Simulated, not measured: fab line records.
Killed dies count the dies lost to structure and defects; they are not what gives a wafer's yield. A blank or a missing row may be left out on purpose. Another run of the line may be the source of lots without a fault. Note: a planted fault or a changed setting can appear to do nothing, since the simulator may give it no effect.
fab line records | flow n5_finfet
[record] lots = 11 | wafers = 26 | last_day = 16
route steps=1938 shown MOL_CONTACT_COAG@618 BEOL_M0_SAQP@634 BEOL_M4@1111
lots with no fault: from the same line, run without faults
start_h: hours from the record's first day to the start of the lot's first wafer shown | wait_h: how many hours have passed since the lot's step before this one | " unchanged from the row above | L1.1+2: a row that stands for several wafers | - value missing, or start not given | * or withheld: withheld | < > ~ a bound
route shown NAME@n: NAME is a module with steps in the file, n the number in the route of the first one | usual: the fault-free wafers' mean and standard deviation | same: alike in all rows | chamber/n: place in a boat | sites: the reading at each site | _std_site: their standard deviation | _edge_site: outer sites' mean less inner sites' | radius_mm: for every site, how far away it sits from the centre of the wafer | mask NAME#n: copy n | behind: the last tool/chamber to shape the wafer | hold: the reason the lot was held/the length of the hold in hours/how it ended | device: names the non-switching transistor (n, p or np) | end of line: the tests these same wafers got at the end of their route | a step without rows: its recipe alone | killed: at the first sort, the dies lost to defects and structure; wafer yield is something else | map: the dies of a wafer, with x for killed, . for not killed, _ for no die there
set.NAME: the run value of the setting; set.NAME@STEP: its run value at that earlier step | model.NAME: the simulator's own value behind a step, which no gauge read
a sample of lots followed through the steps of the route, with each step as a table and each wafer as a row
services: from which hour (start_h, from the record's first day; less than 0 if before it) a tool's chamber was out of use, for how many hours, and why
[[steps]]
[step N5_MOL_CONTACT_COAG_STRIP_72]
[recipe] chemistry = N2/H2 | power_w = 450 | temp_c = 40 | pressure_mtorr = 20 | rf_frequency_hz = 6e+07 | overash_fraction = 3 | bias_power_w = 7 | h2_frac = 0.5 | n2_flow_sccm = 200 | h2_flow_sccm = 200
[usual] bias_power_w = 7.000/0.02 | drypump_motor_current_A = 5.6/0.47 | oes_product_au = 0.80/0.087 | rf_vpp_V = 59.0/1.9 | showerhead_plenum_p_Torr = 2.55/0.054 | throttle_valve_pct = 23.8/0.33
[same] overash_fraction = 3
lot.wafer | tool        | chamber | start_h | wait_h | bias_power_w | drypump_motor_current_A | oes_product_au | rf_hours_counter_h | rf_vpp_V | showerhead_plenum_p_Torr | throttle_valve_pct
L608.4    | rie_diel-03 | 0       | 112.83  | 0.0    | 6.981        | 5.8                     | 0.69           | -                  | 59.4     | 2.51                     | 23.6
L608.6    | "           | 2       | "       | "      | 6.979        | 5.4                     | 0.71           | -                  | 54.1     | 2.61                     | 23.6
L607.1    | rie_diel-03 | 1       | 116.54  | 0.0    | 7.004        | 6.3                     | 0.85           | 55                 | 60.7     | 2.58                     | 23.7
L607.4    | "           | 0       | "       | "      | 7.010        | 5.8                     | 0.67           | -                  | 58.4     | 2.51                     | 23.6
L609.2    | rie_diel-03 | 2       | 119.45  | 0.0    | 6.998        | 5.4                     | 0.71           | 209                | 59.3     | 2.61                     | 23.6
L609.5    | "           | 2       | "       | "      | 6.986        | 5.4                     | 0.71           | -                  | 64.4     | 2.61                     | 23.7
L611.1    | rie_diel-05 | 3       | 132.41  | 0.0    | 7.016        | 5.8                     | 0.70           | 165                | 55.6     | 2.52                     | 23.7
L611.2    | "           | 0       | "       | "      | 7.012        | 6.0                     | 0.75           | 168                | 59.6     | 2.43                     | 23.5
L611.6    | "           | 0       | "       | "      | 6.995        | 6.0                     | 0.71           | -                  | 60.0     | 2.43                     | 23.5
L615.1    | rie_diel-05 | 0       | 151.81  | 0.0    | 7.027        | 6.0                     | 0.72           | 174                | 59.1     | 2.43                     | 23.5
L615.3    | "           | 1       | "       | "      | 6.965        | 5.3                     | 0.98           | 7                  | 57.1     | 2.63                     | 24.4
L615.4    | "           | 2       | "       | "      | 7.008        | 5.3                     | 0.76           | 108                | 60.3     | 2.58                     | 24.0
L619.1    | rie_diel-03 | 3       | 190.56  | 0.0    | 6.976        | 5.5                     | 0.90           | 29                 | 61.2     | 2.60                     | 24.1
L619.6    | "           | 1       | "       | "      | 7.006        | 6.3                     | 0.82           | -                  | 59.2     | 2.57                     | 23.7
L622.3    | rie_diel-04 | 1       | 207.34  | 0.0    | 6.998        | 5.3                     | 0.83           | 56                 | 58.4     | 2.50                     | 24.1
L622.6    | "           | 1       | "       | "      | 7.000        | 5.3                     | 0.84           | -                  | 58.3     | 2.50                     | 24.1
L624.1    | rie_diel-04 | 3       | 211.05  | 0.0    | 6.994        | 6.3                     | 0.70           | 243                | 57.6     | 2.61                     | 24.1
L624.2    | "           | 1       | "       | "      | 7.012        | 5.3                     | 0.84           | 58                 | 59.5     | 2.50                     | 24.1
L624.6    | "           | 3       | "       | "      | 7.018        | 6.3                     | 0.68           | -                  | 60.4     | 2.62                     | 24.1
L623.4    | rie_diel-03 | 0       | 211.66  | 0.0    | 7.013        | 5.8                     | 0.96           | 2                  | 57.4     | 2.50                     | 23.3
L623.5    | "           | 2       | "       | "      | 6.972        | 5.3                     | 0.69           | -                  | 59.5     | 2.60                     | 23.7
L625.1    | rie_diel-04 | 1       | 216.95  | 0.0    | 6.992        | 5.3                     | 0.85           | 60                 | 56.6     | 2.50                     | 24.2
L625.4    | "           | 0       | "       | "      | 6.994        | 4.8                     | 0.82           | 88                 | 61.8     | 2.53                     | 23.1
L625.6    | "           | 1       | "       | "      | 7.029        | 5.3                     | 0.83           | -                  | 57.6     | 2.50                     | 24.2
L626.3    | rie_diel-04 | 0       | 219.06  | 0.0    | 7.015        | 4.8                     | 0.81           | 89                 | 60.6     | 2.53                     | 23.1
L626.4    | "           | 2       | "       | "      | 7.003        | 5.5                     | 0.88           | 38                 | 58.0     | 2.49                     | 24.0
[step N5_MOL_CONTACT_COAG_CVD_140]
[recipe] material = W | target_thk_a = 665 | mode = selective_fill | temp_c = 300 | time_s = 215
[usual] heater_power_w = 494/47
lot.wafer | tool     | chamber | start_h | wait_h | heater_power_w
L608.4    | cvd_w-02 | 1       | 113.24  | 0.1    | 571
L608.6    | "        | 1       | "       | "      | 564
L607.1    | cvd_w-01 | 1       | 116.90  | 0.1    | 448
L607.4    | "        | 0       | "       | "      | 470
L609.2    | cvd_w-02 | 1       | 119.81  | 0.1    | 581
L609.5    | "        | 1       | "       | "      | 568
L611.1    | cvd_w-01 | 1       | 132.76  | 0.1    | 428
L611.2    | "        | 0       | "       | "      | 480
L611.6    | "        | 0       | "       | "      | 485
L615.1    | cvd_w-01 | 0       | 152.17  | 0.1    | 481
L615.3    | "        | 0       | "       | "      | 468
L615.4    | "        | 1       | "       | "      | 441
L619.1    | cvd_w-01 | 0       | 190.92  | 0.1    | 484
L619.6    | "        | 0       | "       | "      | 471
L622.3    | cvd_w-01 | 0       | 207.78  | 0.1    | 480
L622.6    | "        | 0       | "       | "      | 473
L624.1    | cvd_w-02 | 0       | 211.41  | 0.1    | 502
L624.2    | "        | 1       | "       | "      | 555
L624.6    | "        | 0       | "       | "      | 499
L623.4    | cvd_w-02 | 1       | 212.14  | 0.1    | 561
L623.5    | "        | 1       | "       | "      | 565
L625.1    | cvd_w-01 | 0       | 217.35  | 0.1    | 476
L625.4    | "        | 1       | "       | "      | 433
L625.6    | "        | 0       | "       | "      | 478
L626.3    | cvd_w-02 | 0       | 219.50  | 0.1    | 499
L626.4    | "        | 1       | "       | "      | 570
[step N5_BEOL_M0_SAQP_HM_DEP_02]
[recipe] material = TiN | target_thk_a = 120 | temp_c = 25 | chamber_pressure_pa = 0.49996
[usual] chamber_pressure_pa = 0.4999/0.0011 | throttle_valve_pct = 30.0/1
lot.wafer | tool           | chamber | start_h | wait_h | chamber_pressure_pa | throttle_valve_pct
L608.4    | pvd_sputter-03 | -       | 117.25  | 0.0    | 0.4989              | 28.9
L608.6    | "              | -       | "       | "      | 0.5005              | 29.9
L607.1    | pvd_sputter-03 | -       | 121.54  | 0.6    | 0.5001              | 29.4
L607.4    | "              | -       | "       | "      | 0.4983              | 30.3
L609.2    | pvd_sputter-03 | -       | 125.80  | 1.8    | 0.4995              | 29.2
L609.5    | "              | -       | "       | "      | 0.4998              | 31.7
L611.1    | pvd_sputter-02 | -       | 138.88  | 2.1    | 0.4996              | 29.3
L611.2    | "              | -       | "       | "      | 0.4988              | 29.5
L611.6    | "              | -       | "       | "      | 0.4973              | 29.2
L615.1    | pvd_sputter-02 | -       | 157.79  | 1.6    | 0.5011              | 29.6
L615.3    | "              | -       | "       | "      | 0.4982              | 30.3
L615.4    | "              | -       | "       | "      | 0.5020              | 29.1
L619.1    | pvd_sputter-03 | -       | 197.71  | 0.4    | 0.5007              | 29.8
L619.6    | "              | -       | "       | "      | 0.4992              | 31.9
L622.3    | pvd_sputter-03 | -       | 215.52  | 2.1    | 0.5003              | 30.3
L622.6    | "              | -       | "       | "      | 0.4996              | 31.8
L624.1    | pvd_sputter-03 | -       | 216.49  | 0.1    | 0.5006              | 30.7
L624.2    | "              | -       | "       | "      | 0.4986              | 29.9
L624.6    | "              | -       | "       | "      | 0.5010              | 29.4
L623.4    | pvd_sputter-03 | -       | 219.46  | 0.1    | 0.5012              | 29.3
L623.5    | "              | -       | "       | "      | 0.5013              | 29.0
L625.1    | pvd_sputter-01 | -       | 223.86  | 1.5    | 0.5001              | 29.9
L625.4    | "              | -       | "       | "      | 0.5008              | 30.5
L625.6    | "              | -       | "       | "      | 0.4981              | 29.1
L626.3    | pvd_sputter-02 | -       | 225.91  | 0.6    | 0.4986              | 30.3
L626.4    | "              | -       | "       | "      | 0.4992              | 29.4
[step N5_BEOL_M0_SAQP_PECVD_03]
[recipe] material = SiCN | target_thk_a = 120 | temp_c = withheld | precursor = 3MS/NH3 | pressure_torr = 3 | rf_w = 202 | time_s = 21.1
[usual] rf_fwd_power_W = 199.5/1.2 | run_length_s = 51.1/0.54 | showerhead_plenum_p_Torr = 3.663/0.0094 | throttle_valve_pct = 9.1/0.52
lot.wafer | tool     | chamber | start_h | wait_h | rf_fwd_power_W | run_length_s | showerhead_plenum_p_Torr | throttle_valve_pct
L608.4    | pecvd-03 | 2       | 117.39  | 0.1    | 199.7          | 51.3         | 3.656                    | 8.1
L608.6    | "        | 0       | "       | "      | 199.8          | 50.6         | 3.669                    | 8.7
L607.1    | pecvd-03 | 2       | 121.66  | 0.1    | 201.3          | 51.5         | 3.665                    | 8.3
L607.4    | "        | 0       | "       | "      | 199.6          | 50.7         | 3.667                    | 8.7
L609.2    | pecvd-03 | 2       | 125.92  | 0.1    | 200.3          | 51.2         | 3.658                    | 8.3
L609.5    | "        | 2       | "       | "      | 200.5          | 51.5         | 3.649                    | 8.3
L611.1    | pecvd-02 | 0       | 139.00  | 0.1    | 200.3          | 50.8         | 3.665                    | 9.6
L611.2    | "        | 2       | "       | "      | 196.7          | 52.4         | 3.646                    | 9.2
L611.6    | "        | 2       | "       | "      | 197.9          | 52.6         | 3.655                    | 8.9
L615.1    | pecvd-03 | 0       | 157.91  | 0.1    | 200.4          | 51.1         | 3.663                    | 8.5
L615.3    | "        | 2       | "       | "      | 200.1          | 51.2         | 3.654                    | 8.5
L615.4    | "        | 0       | "       | "      | 199.8          | 50.9         | 3.672                    | 8.8
L619.1    | pecvd-02 | 2       | 197.83  | 0.1    | 197.6          | 52.3         | 3.646                    | 8.8
L619.6    | "        | 2       | "       | "      | 198.0          | 58.3         | 3.637                    | 8.9
L622.3    | pecvd-02 | 1       | 215.64  | 0.1    | 199.9          | 51.3         | 3.665                    | 9.5
L622.6    | "        | 0       | "       | "      | 201.4          | 57.6         | 3.672                    | 9.7
L624.1    | pecvd-01 | 1       | 216.61  | 0.1    | 197.2          | 51.0         | 3.682                    | 9.8
L624.2    | "        | 2       | "       | "      | 200.0          | 51.8         | 3.670                    | 8.6
L624.6    | "        | 0       | "       | "      | 201.0          | 51.6         | 3.672                    | 9.5
L623.4    | pecvd-03 | 0       | 219.59  | 0.1    | 200.3          | 51.2         | 3.654                    | 8.7
L623.5    | "        | 2       | "       | "      | 200.4          | 51.2         | 3.670                    | 8.4
L625.1    | pecvd-01 | 2       | 223.98  | 0.1    | 201.1          | 50.9         | 3.675                    | 8.6
L625.4    | "        | 1       | "       | "      | 197.0          | 51.6         | 3.669                    | 10.1
L625.6    | "        | 2       | "       | "      | 200.9          | 50.7         | 3.671                    | 8.8
L626.3    | pecvd-01 | 2       | 226.03  | 0.1    | 200.3          | 50.9         | 3.675                    | 8.9
L626.4    | "        | 2       | "       | "      | 200.3          | 50.8         | 3.675                    | 8.7
[step N5_BEOL_M4_RC_MEAS_101]
[usual] DIBL_N = 36.0/2 | DIBL_P = 35.9/2.5 | IOFF_N = 0.16/0.038 | IOFF_P = 0.21/0.04 | ION_N = 675/14 | ION_P = 462/9.4 | SS_N = 71.5/0.75 | SS_P = 73.2/0.74 | VT_N = 250/3.9 | VT_P = -251/3.2
lot.wafer | tool      | chamber | start_h | wait_h | DIBL_N[mV/V] | DIBL_P[mV/V] | IOFF_N[nA/um] | IOFF_P[nA/um] | ION_N[uA/um] | ION_P[uA/um] | SS_N[mV/dec] | SS_P[mV/dec] | VT_N[mV] | VT_P[mV]
L608.4    | prober-01 | 0       | 164.16  | 0.5    | 35.2         | 35.1         | 0.17          | 0.22          | 691          | 472          | 70.9         | 73.1         | 244      | -245
L608.6    | "         | 0       | "       | "      | 36.8         | 35.2         | 0.21          | 0.22          | 694          | 466          | 71.7         | 73.5         | 242      | -246
L607.1    | prober-01 | 0       | 166.62  | 0.0    | 37.7         | 35.8         | 0.20          | 0.20          | 667          | 455          | 72.2         | 72.8         | 249      | -252
L607.4    | "         | 0       | "       | "      | 36.3         | 33.6         | 0.16          | 0.16          | 675          | 452          | 71.1         | 72.4         | 250      | -255
L609.2    | prober-01 | 0       | 178.60  | 0.2    | 40.0         | 37.8         | 0.23          | 0.28          | 690          | 468          | 72.1         | 74.2         | 242      | -246
L609.5    | "         | 0       | "       | "      | 32.6         | 30.3         | 0.12          | 0.18          | 679          | 474          | 69.8         | 72.2         | 249      | -251
L611.1    | prober-01 | 0       | 197.12  | 0.0    | 37.3         | 37.2         | 0.17          | 0.19          | 664          | 446          | 72.3         | 73.7         | 251      | -255
L611.2    | "         | 0       | "       | "      | 32.4         | 31.9         | 0.11          | 0.14          | 654          | 445          | 70.8         | 72.6         | 256      | -257
L611.6    | "         | 0       | "       | "      | 38.7         | 39.4         | 0.20          | 0.25          | 670          | 459          | 71.8         | 74.5         | 246      | -251
L615.1    | prober-02 | 0       | 212.35  | 0.0    | 35.6         | 34.3         | 0.16          | 0.23          | 701          | 483          | 71.3         | 72.8         | 243      | -245
L615.3    | "         | 0       | "       | "      | 34.8         | 33.3         | 0.13          | 0.22          | 683          | 475          | 69.7         | 72.4         | 248      | -248
L615.4    | "         | 0       | "       | "      | 35.3         | 34.1         | 0.14          | 0.23          | 686          | 472          | 70.6         | 72.8         | 248      | -247
L619.1    | prober-01 | 0       | 249.48  | 0.0    | 35.1         | 35.8         | 0.15          | 0.17          | 678          | 465          | 70.9         | 72.8         | 249      | -254
L619.6    | "         | 0       | "       | "      | 37.0         | 37.6         | 0.18          | 0.21          | 693          | 463          | 71.1         | 73.7         | 244      | -253
L622.3    | prober-01 | 0       | 268.25  | 0.3    | 38.6         | 39.3         | 0.22          | 0.24          | 685          | 466          | 72.4         | 73.3         | 248      | -251
L622.6    | "         | 0       | "       | "      | 35.6         | 36.2         | 0.17          | 0.20          | 696          | 474          | 71.3         | 72.3         | 248      | -249
L624.1    | prober-02 | 0       | 269.86  | 0.0    | 33.6         | 34.1         | 0.12          | 0.17          | 669          | 457          | 71.5         | 72.7         | 255      | -253
L624.2    | "         | 0       | "       | "      | 35.3         | 36.7         | 0.14          | 0.20          | 647          | 447          | 71.2         | 72.7         | 251      | -249
L624.6    | "         | 0       | "       | "      | 34.5         | 37.0         | 0.14          | 0.21          | 688          | 473          | 70.9         | 73.6         | 250      | -249
L623.4    | prober-01 | 0       | 272.49  | 0.5    | 34.9         | 34.7         | 0.13          | 0.18          | 658          | 448          | 72.0         | 73.1         | 254      | -253
L623.5    | "         | 0       | "       | "      | 39.8         | 40.8         | 0.25          | 0.29          | 683          | 465          | 72.4         | 74.8         | 242      | -246
L625.1    | prober-02 | 0       | 272.75  | 0.0    | 33.8         | 34.0         | 0.11          | 0.18          | 664          | 460          | 70.7         | 72.6         | 254      | -251
L625.4    | "         | 0       | "       | "      | 41.3         | 42.8         | 0.28          | 0.35          | 705          | 482          | 72.3         | 74.6         | 240      | -243
L625.6    | "         | 0       | "       | "      | 34.4         | 34.7         | 0.13          | 0.19          | 673          | 464          | 70.6         | 72.5         | 252      | -252
L626.3    | prober-01 | 0       | 273.98  | 0.3    | 33.9         | 30.5         | 0.13          | 0.16          | 653          | 444          | 70.8         | 72.2         | 252      | -256
L626.4    | "         | 0       | "       | "      | 39.8         | 39.0         | 0.27          | 0.30          | 696          | 469          | 72.6         | 73.9         | 241      | -244
[[services]]
tool           | chamber | start_h | hours | kind
rie_diel-03    | 3       | 104.51  | -     | clean
rie_diel-03    | 3       | 104.51  | -     | consumable_replace:focus_ring
rie_diel-03    | 3       | 104.51  | 17.2  | scheduled_down
rie_diel-03    | 3       | 104.51  | 17.2  | vent_cycle
rie_diel-05    | 1       | 114.63  | -     | clean
rie_diel-05    | 1       | 114.63  | -     | consumable_replace:focus_ring
rie_diel-05    | 1       | 114.63  | 18.1  | scheduled_down
rie_diel-05    | 1       | 114.63  | 18.1  | vent_cycle
rie_diel-04    | 3       | 149.33  | 7.2   | repair
cvd_w-02       | -       | 158.04  | 4.3   | pm
pvd_sputter-02 | -       | 166.21  | 1.9   | repair
rie_diel-04    | 2       | 169.75  | 12.7  | repair
rie_diel-03    | 0       | 180.04  | -     | clean
rie_diel-03    | 0       | 180.04  | -     | consumable_replace:focus_ring
rie_diel-03    | 0       | 180.04  | 25.4  | scheduled_down
rie_diel-03    | 0       | 180.04  | 25.4  | vent_cycle
pvd_sputter-03 | -       | 186.93  | 2.6   | repair
pecvd-02       | -       | 199.08  | 14.6  | pm
rie_diel-04    | 2       | 205.62  | 6.8   | repair
rie_diel-03    | 2       | 222.26  | -     | clean
rie_diel-03    | 2       | 222.26  | -     | consumable_replace:focus_ring
rie_diel-03    | 2       | 222.26  | 19.4  | scheduled_down
rie_diel-03    | 2       | 222.26  | 19.4  | vent_cycle
[[key]]
[first_sign] step = N5_BEOL_M0_SAQP_PECVD_03 | reading = run_length_s | direction = up | sigmas = 13 | usual = * | struck = *
effect none on later readings
met_at N5_BEOL_M0_SAQP_PECVD_03
struck_lots L619,L622
struck_wafers L619.6,L622.6
[baseline_loss] step = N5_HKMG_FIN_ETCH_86 | wafers = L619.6
not_acting_at N5_MOL_CONTACT_COAG_STRIP_72,N5_MOL_CONTACT_COAG_CVD_140,N5_BEOL_M0_SAQP_HM_DEP_02
onset_between 139.00 197.83
[fault] kind = process_parameter_drift | tool = pecvd-02 | chamber = - | onset_h = 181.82 | steps = N5_BEOL_M0_SAQP_PECVD_03 | channel = time_s | offset = * | shape = step | end_h = 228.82 | scope = struck_wafers_only | acts_in = * | stated = *
// baseline_loss: these wafers lose ten dies or more at that step, a loss of the line's own and not of a fault; the sort's usual values leave them out
